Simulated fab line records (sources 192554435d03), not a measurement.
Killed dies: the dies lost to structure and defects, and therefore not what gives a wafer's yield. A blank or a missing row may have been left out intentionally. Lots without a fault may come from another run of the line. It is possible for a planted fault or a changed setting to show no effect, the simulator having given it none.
fab line records / flow n5Finfet / part 2 of 2: steps 20 to 29 of 29
record lots=5 wafers=15 lastDay=17
route steps=1938 shown BEOL_M11@1539
lots with no fault: from the same line, run without faults
startH: hours from the record's opening day to when the first of the lot's shown wafers began / waitH: time in hours since the lot's previous step / " repeats the value in the row above / L1.1+2: a single row standing in for several wafers / - no value, or no start given / * or withheld: withheld / < > ~ a bound
route shown NAME@n: names a module that has steps shown in the file, with the first one's number in the route / usual: the fault-free wafers' mean and standard deviation / same: alike in all rows / chamber/n: place in a boat / sites: per-site readings / _std_site: how widely they spread, as a standard deviation / _edge_site: the outer-site mean with the inner-site mean subtracted / radiusMm: how far each site lies from the wafer's centre / mask NAME#n: copy n / behind: tool/chamber where the wafer was last shaped / hold: why the lot went on hold/how many hours it stayed there/how the hold came to an end / device: names the non-switching transistor (n, p or np) / end of line: tests run on the same wafers once the route is complete / a step with no rows: only its recipe / killed: at the first sort, the dies lost to defects and structure; wafer yield is something else / map: shows each die of a wafer: x if killed, . if not, _ if none is there
set.NAME: the setting as run; set.NAME@STEP: as run at that earlier step / model.NAME: the simulator's own value behind a step, which no gauge read
lots at selected steps of the route; one table per step, one row per wafer
services: a tool's chamber out of use, with start hour (startH, from the record's first day; less than 0 if before it), hours out, and reason
## steps
# step N5_BEOL_M11_STRIP_19
# recipe chemistry=O2 powerW=400 tempC=40 pressureMtorr=30 rfFrequencyHz=6e+07 biasPowerW=0 overashFraction=0.2 o2FlowSccm=225
# usual drypumpMotorCurrentA=5.5/0.47 oesProductAu=0.82/0.089 rfVppV=3.7/0.61 showerheadPlenumPTorr=2.14/0.075 tempC=40.00/0.11 throttleValvePct=16.6/0.31
lot.wafer=L074.1 tool=rieDiel-05 chamber=2 startH=242.71 waitH=0.1 drypumpMotorCurrentA=5.8 oesProductAu=0.88 rfHoursCounterH=38 rfVppV=3.3 showerheadPlenumPTorr=2.03 tempC=40.01 throttleValvePct=16.3
lot.wafer=L074.3 tool=rieDiel-05 chamber=1 startH=242.71 waitH=0.1 drypumpMotorCurrentA=5.5 oesProductAu=0.68 rfHoursCounterH=230 rfVppV=4.7 showerheadPlenumPTorr=2.05 tempC=39.89 throttleValvePct=16.7
lot.wafer=L074.6 tool=rieDiel-05 chamber=0 startH=242.71 waitH=0.1 drypumpMotorCurrentA=6.5 oesProductAu=0.69 rfHoursCounterH=- rfVppV=4.4 showerheadPlenumPTorr=2.16 tempC=40.08 throttleValvePct=17.0
lot.wafer=L079.1 tool=rieDiel-04 chamber=2 startH=270.05 waitH=0.1 drypumpMotorCurrentA=4.9 oesProductAu=0.79 rfHoursCounterH=114 rfVppV=5.0 showerheadPlenumPTorr=2.14 tempC=39.98 throttleValvePct=16.8
lot.wafer=L079.2 tool=rieDiel-04 chamber=3 startH=270.05 waitH=0.1 drypumpMotorCurrentA=5.0 oesProductAu=0.84 rfHoursCounterH=56 rfVppV=4.3 showerheadPlenumPTorr=2.09 tempC=39.94 throttleValvePct=16.1
lot.wafer=L079.5 tool=rieDiel-04 chamber=2 startH=270.05 waitH=0.1 drypumpMotorCurrentA=4.9 oesProductAu=0.78 rfHoursCounterH=- rfVppV=4.6 showerheadPlenumPTorr=2.14 tempC=40.05 throttleValvePct=16.8
lot.wafer=L084.2 tool=rieDiel-05 chamber=3 startH=295.52 waitH=0.1 drypumpMotorCurrentA=5.3 oesProductAu=0.92 rfHoursCounterH=14 rfVppV=3.7 showerheadPlenumPTorr=2.08 tempC=39.97 throttleValvePct=16.8
lot.wafer=L084.4 tool=rieDiel-05 chamber=2 startH=295.52 waitH=0.1 drypumpMotorCurrentA=5.8 oesProductAu=0.86 rfHoursCounterH=54 rfVppV=3.6 showerheadPlenumPTorr=2.02 tempC=39.97 throttleValvePct=16.3
lot.wafer=L084.5 tool=rieDiel-05 chamber=2 startH=295.52 waitH=0.1 drypumpMotorCurrentA=5.7 oesProductAu=0.86 rfHoursCounterH=- rfVppV=4.2 showerheadPlenumPTorr=2.02 tempC=40.01 throttleValvePct=16.3
lot.wafer=L087.2 tool=rieDiel-04 chamber=3 startH=331.96 waitH=0.3 drypumpMotorCurrentA=5.0 oesProductAu=0.82 rfHoursCounterH=76 rfVppV=3.0 showerheadPlenumPTorr=2.09 tempC=40.00 throttleValvePct=16.1
lot.wafer=L087.4 tool=rieDiel-04 chamber=2 startH=331.96 waitH=0.3 drypumpMotorCurrentA=4.9 oesProductAu=0.76 rfHoursCounterH=135 rfVppV=3.9 showerheadPlenumPTorr=2.13 tempC=39.79 throttleValvePct=16.8
lot.wafer=L087.6 tool=rieDiel-04 chamber=1 startH=331.96 waitH=0.3 drypumpMotorCurrentA=6.2 oesProductAu=0.94 rfHoursCounterH=- rfVppV=3.6 showerheadPlenumPTorr=2.25 tempC=40.05 throttleValvePct=16.7
lot.wafer=L093.2 tool=rieDiel-05 chamber=1 startH=344.22 waitH=0.1 drypumpMotorCurrentA=5.5 oesProductAu=0.98 rfHoursCounterH=4 rfVppV=3.3 showerheadPlenumPTorr=2.04 tempC=39.94 throttleValvePct=16.3
lot.wafer=L093.3 tool=rieDiel-05 chamber=0 startH=344.22 waitH=0.1 drypumpMotorCurrentA=6.5 oesProductAu=0.66 rfHoursCounterH=243 rfVppV=3.4 showerheadPlenumPTorr=2.15 tempC=40.02 throttleValvePct=17.0
lot.wafer=L093.6 tool=rieDiel-05 chamber=0 startH=344.22 waitH=0.1 drypumpMotorCurrentA=6.5 oesProductAu=0.65 rfHoursCounterH=- rfVppV=4.1 showerheadPlenumPTorr=2.15 tempC=39.98 throttleValvePct=17.1
# step N5_BEOL_M11_CD_MEAS_18
# recipe pitchNm=140 targetCdNm=70
# usual cdNm=69.9/0.78
lot.wafer=L074.1 tool=cdSem-02 chamber=- startH=242.78 waitH=0.0 cdNm=70.4
lot.wafer=L074.3 tool=cdSem-02 chamber=- startH=242.78 waitH=0.0 cdNm=70.4
lot.wafer=L074.6 tool=cdSem-02 chamber=- startH=242.78 waitH=0.0 cdNm=71.9
lot.wafer=L079.1 tool=cdSem-01 chamber=- startH=270.14 waitH=0.1 cdNm=69.9
lot.wafer=L079.2 tool=cdSem-01 chamber=- startH=270.14 waitH=0.1 cdNm=70.8
lot.wafer=L079.5 tool=cdSem-01 chamber=- startH=270.14 waitH=0.1 cdNm=69.8
lot.wafer=L084.2 tool=cdSem-02 chamber=- startH=295.59 waitH=0.1 cdNm=70.9
lot.wafer=L084.4 tool=cdSem-02 chamber=- startH=295.59 waitH=0.1 cdNm=72.1
lot.wafer=L084.5 tool=cdSem-02 chamber=- startH=295.59 waitH=0.1 cdNm=70.1
lot.wafer=L087.2 tool=cdSem-03 chamber=- startH=332.03 waitH=0.1 cdNm=69.7
lot.wafer=L087.4 tool=cdSem-03 chamber=- startH=332.03 waitH=0.1 cdNm=69.4
lot.wafer=L087.6 tool=cdSem-03 chamber=- startH=332.03 waitH=0.1 cdNm=68.9
lot.wafer=L093.2 tool=cdSem-02 chamber=- startH=344.29 waitH=0.1 cdNm=71.2
lot.wafer=L093.3 tool=cdSem-02 chamber=- startH=344.29 waitH=0.1 cdNm=69.7
lot.wafer=L093.6 tool=cdSem-02 chamber=- startH=344.29 waitH=0.1 cdNm=69.2
# step N5_BEOL_M11_COAT_63
# recipe resist=SOC tempC=250 timeS=60 spinRpm=1500 resistThkNm=100
# usual resistLineTempC=22.99/0.12
lot.wafer=L074.1 tool=lithoTrack-04 chamber=0 startH=242.83 waitH=0.0 resistLineTempC=23.13
lot.wafer=L074.3 tool=lithoTrack-04 chamber=0 startH=242.83 waitH=0.0 resistLineTempC=23.08
lot.wafer=L074.6 tool=lithoTrack-04 chamber=0 startH=242.83 waitH=0.0 resistLineTempC=23.21
lot.wafer=L079.1 tool=lithoTrack-04 chamber=0 startH=270.38 waitH=0.2 resistLineTempC=22.92
lot.wafer=L079.2 tool=lithoTrack-04 chamber=0 startH=270.38 waitH=0.2 resistLineTempC=23.03
lot.wafer=L079.5 tool=lithoTrack-04 chamber=0 startH=270.38 waitH=0.2 resistLineTempC=22.95
lot.wafer=L084.2 tool=lithoTrack-04 chamber=0 startH=295.62 waitH=0.0 resistLineTempC=23.12
lot.wafer=L084.4 tool=lithoTrack-04 chamber=0 startH=295.62 waitH=0.0 resistLineTempC=23.09
lot.wafer=L084.5 tool=lithoTrack-04 chamber=0 startH=295.62 waitH=0.0 resistLineTempC=23.14
lot.wafer=L087.2 tool=lithoTrack-04 chamber=0 startH=332.07 waitH=0.0 resistLineTempC=23.23
lot.wafer=L087.4 tool=lithoTrack-04 chamber=0 startH=332.07 waitH=0.0 resistLineTempC=23.02
lot.wafer=L087.6 tool=lithoTrack-04 chamber=0 startH=332.07 waitH=0.0 resistLineTempC=23.16
lot.wafer=L093.2 tool=lithoTrack-01 chamber=0 startH=345.90 waitH=1.6 resistLineTempC=22.98
lot.wafer=L093.3 tool=lithoTrack-01 chamber=0 startH=345.90 waitH=1.6 resistLineTempC=23.01
lot.wafer=L093.6 tool=lithoTrack-01 chamber=0 startH=345.90 waitH=1.6 resistLineTempC=22.95
# step N5_BEOL_M11_COAT_64
# recipe resist=SiARC tempC=220 timeS=60 spinRpm=1500 resistThkNm=30
# usual resistLineTempC=22.99/0.1
lot.wafer=L074.1 tool=lithoTrack-04 chamber=0 startH=- waitH=- resistLineTempC=23.04
lot.wafer=L074.3 tool=lithoTrack-04 chamber=0 startH=- waitH=- resistLineTempC=23.05
lot.wafer=L074.6 tool=lithoTrack-04 chamber=0 startH=- waitH=- resistLineTempC=23.13
lot.wafer=L079.1 tool=lithoTrack-04 chamber=0 startH=- waitH=- resistLineTempC=22.94
lot.wafer=L079.2 tool=lithoTrack-04 chamber=0 startH=- waitH=- resistLineTempC=22.91
lot.wafer=L079.5 tool=lithoTrack-04 chamber=0 startH=- waitH=- resistLineTempC=22.99
lot.wafer=L084.2 tool=lithoTrack-04 chamber=0 startH=- waitH=- resistLineTempC=22.93
lot.wafer=L084.4 tool=lithoTrack-04 chamber=0 startH=- waitH=- resistLineTempC=23.06
lot.wafer=L084.5 tool=lithoTrack-04 chamber=0 startH=- waitH=- resistLineTempC=22.81
lot.wafer=L087.2 tool=lithoTrack-04 chamber=0 startH=- waitH=- resistLineTempC=22.98
lot.wafer=L087.4 tool=lithoTrack-04 chamber=0 startH=- waitH=- resistLineTempC=23.03
lot.wafer=L087.6 tool=lithoTrack-04 chamber=0 startH=- waitH=- resistLineTempC=22.87
lot.wafer=L093.2 tool=lithoTrack-01 chamber=0 startH=- waitH=- resistLineTempC=23.02
lot.wafer=L093.3 tool=lithoTrack-01 chamber=0 startH=- waitH=- resistLineTempC=23.02
lot.wafer=L093.6 tool=lithoTrack-01 chamber=0 startH=- waitH=- resistLineTempC=23.14
# step N5_BEOL_M11_COAT_22
# recipe resist=CAR-ArF spinRpm=1500 resistThkNm=90
# usual resistLineTempC=22.98/0.1
lot.wafer=L074.1 tool=lithoTrack-04 chamber=0 startH=- waitH=- resistLineTempC=23.08
lot.wafer=L074.3 tool=lithoTrack-04 chamber=0 startH=- waitH=- resistLineTempC=23.16
lot.wafer=L074.6 tool=lithoTrack-04 chamber=0 startH=- waitH=- resistLineTempC=22.96
lot.wafer=L079.1 tool=lithoTrack-04 chamber=0 startH=- waitH=- resistLineTempC=22.87
lot.wafer=L079.2 tool=lithoTrack-04 chamber=0 startH=- waitH=- resistLineTempC=22.97
lot.wafer=L079.5 tool=lithoTrack-04 chamber=0 startH=- waitH=- resistLineTempC=22.91
lot.wafer=L084.2 tool=lithoTrack-04 chamber=0 startH=- waitH=- resistLineTempC=22.84
lot.wafer=L084.4 tool=lithoTrack-04 chamber=0 startH=- waitH=- resistLineTempC=22.78
lot.wafer=L084.5 tool=lithoTrack-04 chamber=0 startH=- waitH=- resistLineTempC=23.05
lot.wafer=L087.2 tool=lithoTrack-04 chamber=0 startH=- waitH=- resistLineTempC=23.03
lot.wafer=L087.4 tool=lithoTrack-04 chamber=0 startH=- waitH=- resistLineTempC=22.87
lot.wafer=L087.6 tool=lithoTrack-04 chamber=0 startH=- waitH=- resistLineTempC=22.99
lot.wafer=L093.2 tool=lithoTrack-01 chamber=0 startH=- waitH=- resistLineTempC=23.12
lot.wafer=L093.3 tool=lithoTrack-01 chamber=0 startH=- waitH=- resistLineTempC=23.01
lot.wafer=L093.6 tool=lithoTrack-01 chamber=0 startH=- waitH=- resistLineTempC=23.00
# step N5_BEOL_M11_EBR_24
# recipe solvent=PGMEA ebrWidthMm=1.5
# usual resistLineTempC=22.98/0.11
lot.wafer=L074.1 tool=lithoTrack-04 chamber=0 startH=- waitH=- resistLineTempC=23.01
lot.wafer=L074.3 tool=lithoTrack-04 chamber=0 startH=- waitH=- resistLineTempC=23.05
lot.wafer=L074.6 tool=lithoTrack-04 chamber=0 startH=- waitH=- resistLineTempC=23.05
lot.wafer=L079.1 tool=lithoTrack-04 chamber=0 startH=- waitH=- resistLineTempC=22.97
lot.wafer=L079.2 tool=lithoTrack-04 chamber=0 startH=- waitH=- resistLineTempC=23.11
lot.wafer=L079.5 tool=lithoTrack-04 chamber=0 startH=- waitH=- resistLineTempC=23.10
lot.wafer=L084.2 tool=lithoTrack-04 chamber=0 startH=- waitH=- resistLineTempC=23.04
lot.wafer=L084.4 tool=lithoTrack-04 chamber=0 startH=- waitH=- resistLineTempC=22.98
lot.wafer=L084.5 tool=lithoTrack-04 chamber=0 startH=- waitH=- resistLineTempC=22.90
lot.wafer=L087.2 tool=lithoTrack-04 chamber=0 startH=- waitH=- resistLineTempC=23.07
lot.wafer=L087.4 tool=lithoTrack-04 chamber=0 startH=- waitH=- resistLineTempC=23.05
lot.wafer=L087.6 tool=lithoTrack-04 chamber=0 startH=- waitH=- resistLineTempC=23.05
lot.wafer=L093.2 tool=lithoTrack-01 chamber=0 startH=- waitH=- resistLineTempC=22.95
lot.wafer=L093.3 tool=lithoTrack-01 chamber=0 startH=- waitH=- resistLineTempC=22.86
lot.wafer=L093.6 tool=lithoTrack-01 chamber=0 startH=- waitH=- resistLineTempC=22.97
# step N5_BEOL_M11_SOFTBAKE_23
# recipe tempC=110 timeS=60 resist=CAR-ArF
# usual resistLineTempC=23.00/0.097
lot.wafer=L074.1 tool=lithoTrack-04 chamber=0 startH=- waitH=- resistLineTempC=23.18
lot.wafer=L074.3 tool=lithoTrack-04 chamber=0 startH=- waitH=- resistLineTempC=23.21
lot.wafer=L074.6 tool=lithoTrack-04 chamber=0 startH=- waitH=- resistLineTempC=23.13
lot.wafer=L079.1 tool=lithoTrack-04 chamber=0 startH=- waitH=- resistLineTempC=22.85
lot.wafer=L079.2 tool=lithoTrack-04 chamber=0 startH=- waitH=- resistLineTempC=22.90
lot.wafer=L079.5 tool=lithoTrack-04 chamber=0 startH=- waitH=- resistLineTempC=23.02
lot.wafer=L084.2 tool=lithoTrack-04 chamber=0 startH=- waitH=- resistLineTempC=23.07
lot.wafer=L084.4 tool=lithoTrack-04 chamber=0 startH=- waitH=- resistLineTempC=23.00
lot.wafer=L084.5 tool=lithoTrack-04 chamber=0 startH=- waitH=- resistLineTempC=22.82
lot.wafer=L087.2 tool=lithoTrack-04 chamber=0 startH=- waitH=- resistLineTempC=23.08
lot.wafer=L087.4 tool=lithoTrack-04 chamber=0 startH=- waitH=- resistLineTempC=23.19
lot.wafer=L087.6 tool=lithoTrack-04 chamber=0 startH=- waitH=- resistLineTempC=22.89
lot.wafer=L093.2 tool=lithoTrack-01 chamber=0 startH=- waitH=- resistLineTempC=23.07
lot.wafer=L093.3 tool=lithoTrack-01 chamber=0 startH=- waitH=- resistLineTempC=22.96
lot.wafer=L093.6 tool=lithoTrack-01 chamber=0 startH=- waitH=- resistLineTempC=23.09
# step N5_BEOL_M11_EXPOSE_25
# recipe maskId=V10 na=1.35 sourceShape=annular sigmaInner=0.5 sigmaOuter=0.8 polarization=unpolarized doseMj=85.5
# same na=1.35
lot.wafer=L074.1+3+6 tool=arfiScanner-02 chamber=0 startH=242.95 waitH=- mask=V10#0
lot.wafer=L079.1+2+5 tool=arfiScanner-03 chamber=0 startH=270.50 waitH=- mask=V10#0
lot.wafer=L084.2+4+5 tool=arfiScanner-02 chamber=0 startH=295.87 waitH=- mask=V10#0
lot.wafer=L087.2+4+6 tool=arfiScanner-02 chamber=0 startH=332.19 waitH=- mask=V10#0
lot.wafer=L093.2+3+6 tool=arfiScanner-02 chamber=0 startH=346.15 waitH=- mask=V10#0
# step N5_BEOL_M11_PEB_26
# recipe pebTempC=withheld pebTimeS=60 resist=CAR-ArF
# usual resistLineTempC=23.02/0.11
lot.wafer=L074.1 tool=lithoTrack-01 chamber=0 startH=243.01 waitH=0.1 resistLineTempC=23.12
lot.wafer=L074.3 tool=lithoTrack-01 chamber=0 startH=243.01 waitH=0.1 resistLineTempC=23.22
lot.wafer=L074.6 tool=lithoTrack-01 chamber=0 startH=243.01 waitH=0.1 resistLineTempC=23.06
lot.wafer=L079.1 tool=lithoTrack-04 chamber=0 startH=270.56 waitH=0.1 resistLineTempC=22.97
lot.wafer=L079.2 tool=lithoTrack-04 chamber=0 startH=270.56 waitH=0.1 resistLineTempC=22.85
lot.wafer=L079.5 tool=lithoTrack-04 chamber=0 startH=270.56 waitH=0.1 resistLineTempC=22.89
lot.wafer=L084.2 tool=lithoTrack-05 chamber=0 startH=295.93 waitH=0.1 resistLineTempC=22.88
lot.wafer=L084.4 tool=lithoTrack-05 chamber=0 startH=295.93 waitH=0.1 resistLineTempC=22.95
lot.wafer=L084.5 tool=lithoTrack-05 chamber=0 startH=295.93 waitH=0.1 resistLineTempC=22.97
lot.wafer=L087.2 tool=lithoTrack-04 chamber=0 startH=332.25 waitH=0.1 resistLineTempC=23.03
lot.wafer=L087.4 tool=lithoTrack-04 chamber=0 startH=332.25 waitH=0.1 resistLineTempC=22.99
lot.wafer=L087.6 tool=lithoTrack-04 chamber=0 startH=332.25 waitH=0.1 resistLineTempC=22.96
lot.wafer=L093.2 tool=lithoTrack-01 chamber=0 startH=346.21 waitH=0.1 resistLineTempC=22.98
lot.wafer=L093.3 tool=lithoTrack-01 chamber=0 startH=346.21 waitH=0.1 resistLineTempC=22.90
lot.wafer=L093.6 tool=lithoTrack-01 chamber=0 startH=346.21 waitH=0.1 resistLineTempC=23.05
# step N5_BEOL_M11_DEVELOP_27
# recipe developTimeS=30 developer=TMAH resist=CAR-ArF rinseLiquid=diw dry=airSpin devTempC=23
# usual resistLineTempC=22.99/0.11
# same developTimeS=30
lot.wafer=L074.1 tool=lithoTrack-01 chamber=0 startH=- waitH=- resistLineTempC=23.13
lot.wafer=L074.3 tool=lithoTrack-01 chamber=0 startH=- waitH=- resistLineTempC=23.03
lot.wafer=L074.6 tool=lithoTrack-01 chamber=0 startH=- waitH=- resistLineTempC=23.12
lot.wafer=L079.1 tool=lithoTrack-04 chamber=0 startH=- waitH=- resistLineTempC=23.06
lot.wafer=L079.2 tool=lithoTrack-04 chamber=0 startH=- waitH=- resistLineTempC=22.96
lot.wafer=L079.5 tool=lithoTrack-04 chamber=0 startH=- waitH=- resistLineTempC=23.02
lot.wafer=L084.2 tool=lithoTrack-05 chamber=0 startH=- waitH=- resistLineTempC=22.94
lot.wafer=L084.4 tool=lithoTrack-05 chamber=0 startH=- waitH=- resistLineTempC=22.91
lot.wafer=L084.5 tool=lithoTrack-05 chamber=0 startH=- waitH=- resistLineTempC=22.84
lot.wafer=L087.2 tool=lithoTrack-04 chamber=0 startH=- waitH=- resistLineTempC=23.09
lot.wafer=L087.4 tool=lithoTrack-04 chamber=0 startH=- waitH=- resistLineTempC=23.09
lot.wafer=L087.6 tool=lithoTrack-04 chamber=0 startH=- waitH=- resistLineTempC=22.97
lot.wafer=L093.2 tool=lithoTrack-01 chamber=0 startH=- waitH=- resistLineTempC=22.91
lot.wafer=L093.3 tool=lithoTrack-01 chamber=0 startH=- waitH=- resistLineTempC=23.00
lot.wafer=L093.6 tool=lithoTrack-01 chamber=0 startH=- waitH=- resistLineTempC=23.14
## services
tool=arfiScanner-01 chamber=- startH=217.81 hours=0.8 kind=pm
tool=arfiScanner-01 chamber=- startH=224.83 hours=4.4 kind=repair
tool=pecvd-04 chamber=1 startH=225.77 hours=26.1 kind=repair
tool=rieDiel-05 chamber=- startH=229.87 hours=0.2 kind=repair
tool=arfiScanner-03 chamber=- startH=232.21 hours=1.0 kind=pm
tool=arfiScanner-01 chamber=- startH=243.06 hours=1.0 kind=pm
tool=arfiScanner-01 chamber=- startH=244.06 hours=1.0 kind=pm
tool=rieMetal-03 chamber=- startH=254.30 hours=4.3 kind=pm
tool=arfiScanner-03 chamber=- startH=255.69 hours=1.3 kind=pm
tool=arfiScanner-01 chamber=- startH=256.04 hours=1.3 kind=pm
tool=pecvd-02 chamber=- startH=256.38 hours=0.4 kind=repair
tool=pecvd-01 chamber=- startH=262.33 hours=14.6 kind=pm
tool=rieDiel-02 chamber=2 startH=266.68 hours=5.1 kind=repair
tool=arfiScanner-02 chamber=- startH=270.13 hours=1.3 kind=pm
tool=arfiScanner-03 chamber=- startH=284.31 hours=10.7 kind=repair
tool=arfiScanner-02 chamber=- startH=302.71 hours=0.8 kind=pm
tool=arfiScanner-03 chamber=- startH=302.86 hours=4.0 kind=repair
tool=arfiScanner-03 chamber=- startH=307.12 hours=0.8 kind=pm
tool=arfiScanner-01 chamber=- startH=307.19 hours=2.2 kind=repair
tool=pecvd-02 chamber=2 startH=316.73 hours=9.6 kind=repair
tool=rieDiel-05 chamber=- startH=319.34 hours=2.8 kind=pm
tool=rieDiel-04 chamber=0 startH=324.21 hours=1.2 kind=repair
tool=arfiScanner-02 chamber=- startH=327.36 hours=1.0 kind=pm
tool=rieDiel-02 chamber=- startH=330.92 hours=3.4 kind=repair
